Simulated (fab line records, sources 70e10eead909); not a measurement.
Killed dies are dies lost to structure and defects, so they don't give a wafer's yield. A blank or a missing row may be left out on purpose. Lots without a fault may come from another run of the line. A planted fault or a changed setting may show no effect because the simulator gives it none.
Which tool did it? | flow nand_harc | 13 lots, 38 wafers sampled, at 6 steps of a route of 1302

WHAT THE GAUGES READ, wafer by wafer
NHARC_A_ONON_D1_THK_MEAS_27: measures by ellipsometry. Usual: thk_nm 1003 nm, standard deviation 12.
lot  | measured     | on            | thk_nm (nm)    | flag
L752 | day 8 16:10  | film_metro-01 | 1018 1020 1018 |
L753 | day 9 01:51  | film_metro-01 | 1011 1013 1013 |
L755 | day 10 01:27 | film_metro-01 | 996 996 996    |
L757 | day 11 01:04 | film_metro-02 | 1017 1018 1019 |
L759 | day 11 15:05 | film_metro-01 | 1001 999 999   |
L760 | day 11 21:44 | film_metro-01 | 1009 1008 1008 |
L763 | day 13 08:01 | film_metro-01 | 1012 1012 1014 |
L765 | day 14 07:10 | film_metro-01 | 1005 1003 1004 |
L764 | day 14 07:16 | film_metro-01 | 1026 1027      |
L766 | day 14 07:28 | film_metro-01 | 999 995 997    |
L771 | day 16 13:42 | film_metro-02 | 1009 1008 1008 |
L772 | day 16 23:04 | film_metro-01 | 1015 1015 1015 |
L774 | day 17 22:46 | film_metro-02 | 995 996 995    |

NHARC_A_ONON_D1_THK_MEAS_34: measures by ellipsometry. Usual: thk_nm 199.7 nm, standard deviation 3.
lot  | measured     | on            | thk_nm (nm)       | flag
L752 | day 8 17:12  | film_metro-01 | 195.5 194.1 203.0 |
L753 | day 9 02:53  | film_metro-01 | 196.5 196.7 197.6 |
L755 | day 10 02:29 | film_metro-02 | 196.6 193.6 200.0 |
L757 | day 11 02:08 | film_metro-01 | 198.1 201.6 204.5 |
L759 | day 11 16:08 | film_metro-01 | 199.9 198.2 200.8 |
L760 | day 11 22:47 | film_metro-01 | 197.8 200.0 200.4 |
L763 | day 13 09:04 | film_metro-01 | 197.6 200.5 200.8 |
L765 | day 14 08:13 | film_metro-01 | 199.3 197.8 201.0 |
L764 | day 14 08:19 | film_metro-02 | 202.6 204.3       |
L766 | day 14 08:30 | film_metro-02 | 195.3 195.0 197.1 |
L771 | day 16 14:44 | film_metro-01 | 201.9 202.5 202.7 |
L772 | day 17 00:18 | film_metro-01 | 201.4 201.7 201.7 |
L774 | day 17 23:49 | film_metro-01 | 194.4 202.5 198.2 |

NHARC_A_CHANNEL_HOLE_D1_CD_MEAS_10: target cd 100 nm. Usual: cd_nm 100.0 nm, standard deviation 0.59.
lot  | measured     | on        | cd_nm (nm)        | flag
L752 | day 8 20:26  | cd_sem-01 | 100.2 100.3 100.4 |
L753 | day 9 07:56  | cd_sem-03 | 99.0 99.1 99.1    |
L755 | day 10 06:37 | cd_sem-01 | 100.4 100.0 100.1 |
L757 | day 11 05:11 | cd_sem-02 | 100.2 100.2 100.5 |
L759 | day 12 01:15 | cd_sem-03 | 99.7 99.9 99.2    |
L760 | day 12 03:52 | cd_sem-02 | 100.8 101.1 100.5 |
L763 | day 13 13:23 | cd_sem-03 | 99.0 102.0 102.0  |
L765 | day 14 11:00 | cd_sem-01 | 100.2 99.5 100.6  |
L764 | day 14 11:10 | cd_sem-02 | 99.6 102.0        |
L766 | day 14 12:52 | cd_sem-02 | 101.1 102.8 100.1 |
L771 | day 16 19:49 | cd_sem-02 | 100.5 99.5 99.5   |
L772 | day 17 04:14 | cd_sem-02 | 100.3 100.5 100.6 |
L774 | day 18 05:36 | cd_sem-03 | 99.3 100.1 100.9  |

NHARC_END_SORT_01. Usual: killed_at_array 55, standard deviation 20; killed_at_other 0.7, standard deviation 0.96; killed_at_periphery 4.1, standard deviation 2.4; killed_dies 60, standard deviation 20; killed_open 3.3, standard deviation 1.9; killed_short 2.8, standard deviation 1.6.
lot  | measured     | on        | killed_at_array | killed_at_other | killed_at_periphery | killed_dies | killed_open | killed_short | flag
L764 | day 30 04:19 | prober-01 | 45              | 1               | 6                   | 52          | 2           | 3            |

WHICH TOOL RAN EACH LOT (tool, then ch and the chambers of the sampled wafers, then the start)
lot  | NHARC_A_ONON_D1_DEP_33          | NHARC_A_CHANNEL_HOLE_D1_EXPOSE_07
L752 | pecvd-04 ch 0,1,2, day 8 16:47  | arfi_scanner-03 ch 0, day 8 20:17
L753 | pecvd-04 ch 0,1,2, day 9 02:28  | arfi_scanner-01 ch 0, day 9 07:47
L755 | pecvd-01 ch 1,2, day 10 02:04   | arfi_scanner-03 ch 0, day 10 06:29
L757 | pecvd-01 ch 0,1, day 11 01:48   | arfi_scanner-02 ch 0, day 11 05:04
L759 | pecvd-03 ch 0,2, day 11 15:43   | arfi_scanner-02 ch 0, day 12 01:07
L760 | pecvd-04 ch 1,2, day 11 22:24   | arfi_scanner-01 ch 0, day 12 03:43
L763 | pecvd-03 ch 0,1, day 13 08:41   | arfi_scanner-01 ch 0, day 13 13:15
L765 | pecvd-03 ch 0,1,2, day 14 07:56 | arfi_scanner-02 ch 0, day 14 10:52
L764 | pecvd-04 ch 0,2, day 14 08:04   | arfi_scanner-01 ch 0, day 14 11:02
L766 | pecvd-03 ch 1,2, day 14 08:05   | arfi_scanner-01 ch 0, day 14 12:44
L771 | pecvd-01 ch 0,1, day 16 14:22   | arfi_scanner-01 ch 0, day 16 19:40
L772 | pecvd-03 ch 1,2, day 16 23:53   | arfi_scanner-01 ch 0, day 17 04:06
L774 | pecvd-03 ch 0,2, day 17 23:29   | arfi_scanner-03 ch 0, day 18 05:28
- NHARC_A_ONON_D1_DEP_33: deposits SiO2, target thk 200 nm.
- NHARC_A_CHANNEL_HOLE_D1_EXPOSE_07: exposes mask HOLE D1, target cd 100 nm.

WHAT THE TOOLS THEMSELVES READ (means of the sampled wafers that have a number; where no wafer has one, the mark that the record gives instead)
NHARC_A_ONON_D1_DEP_33. Usual: chamber_pressure_Torr 6.501 Torr, standard deviation 0.013; heater_power_w 539 W, standard deviation 86; throttle_valve_pct 15.7 %, standard deviation 0.58.
lot  | tool     | chamber_pressure_Torr (Torr) | heater_power_w (W) | throttle_valve_pct (%) | flag
L752 | pecvd-04 | 6.501                        | 520                | 16.0                   |
L753 | pecvd-04 | 6.503                        | 438                | 15.9                   |
L755 | pecvd-01 | 6.496                        | 476                | 15.9                   |
L757 | pecvd-01 | 6.512                        | 481                | 16.0                   |
L759 | pecvd-03 | 6.483                        | 598                | 15.2                   |
L760 | pecvd-04 | 6.511                        | 447                | 16.1                   |
L763 | pecvd-03 | 6.501                        | 627                | 15.8                   |
L765 | pecvd-03 | 6.496                        | 569                | 15.6                   |
L764 | pecvd-04 | 6.489                        | 545                | 15.9                   |
L766 | pecvd-03 | 6.498                        | 614                | 15.3                   |
L771 | pecvd-01 | 6.505                        | 533                | 16.2                   |
L772 | pecvd-03 | 6.489                        | 586                | 15.0                   |
L774 | pecvd-03 | 6.499                        | 550                | 15.7                   |

NHARC_A_CHANNEL_HOLE_D1_EXPOSE_07. Usual: stage_vel_mm_s 500.07 mm/s, standard deviation 0.29.
lot  | tool            | stage_vel_mm_s (mm/s) | flag
L752 | arfi_scanner-03 | 499.86                |
L753 | arfi_scanner-01 | 500.11                |
L755 | arfi_scanner-03 | 500.25                |
L757 | arfi_scanner-02 | 500.32                |
L759 | arfi_scanner-02 | 500.36                |
L760 | arfi_scanner-01 | 500.10                |
L763 | arfi_scanner-01 | 499.95                |
L765 | arfi_scanner-02 | 500.05                |
L764 | arfi_scanner-01 | 499.69                |
L766 | arfi_scanner-01 | 499.94                |
L771 | arfi_scanner-01 | 500.47                |
L772 | arfi_scanner-01 | 500.15                |
L774 | arfi_scanner-03 | 500.12                |

THE ANSWER, worked out from the rows above alone
Rule: a lot is off if the mean of its wafers that have a number lies more than 3 standard deviations from the usual mean. A lot without any number at a reading at which 4 lots or more have one is off too. The other lots that the step has rows for count as sound. The gauges are gone through in route order, then the tools' own readings, and for those a lot's mean is taken as printed above. The first step at which some lot is off is used, and at that step the reading that is off furthest; a lot without a number counts as furthest.
No lot is off at any reading shown: from this, nothing can be told.

WHAT THE SIMULATOR HAD PUT IN
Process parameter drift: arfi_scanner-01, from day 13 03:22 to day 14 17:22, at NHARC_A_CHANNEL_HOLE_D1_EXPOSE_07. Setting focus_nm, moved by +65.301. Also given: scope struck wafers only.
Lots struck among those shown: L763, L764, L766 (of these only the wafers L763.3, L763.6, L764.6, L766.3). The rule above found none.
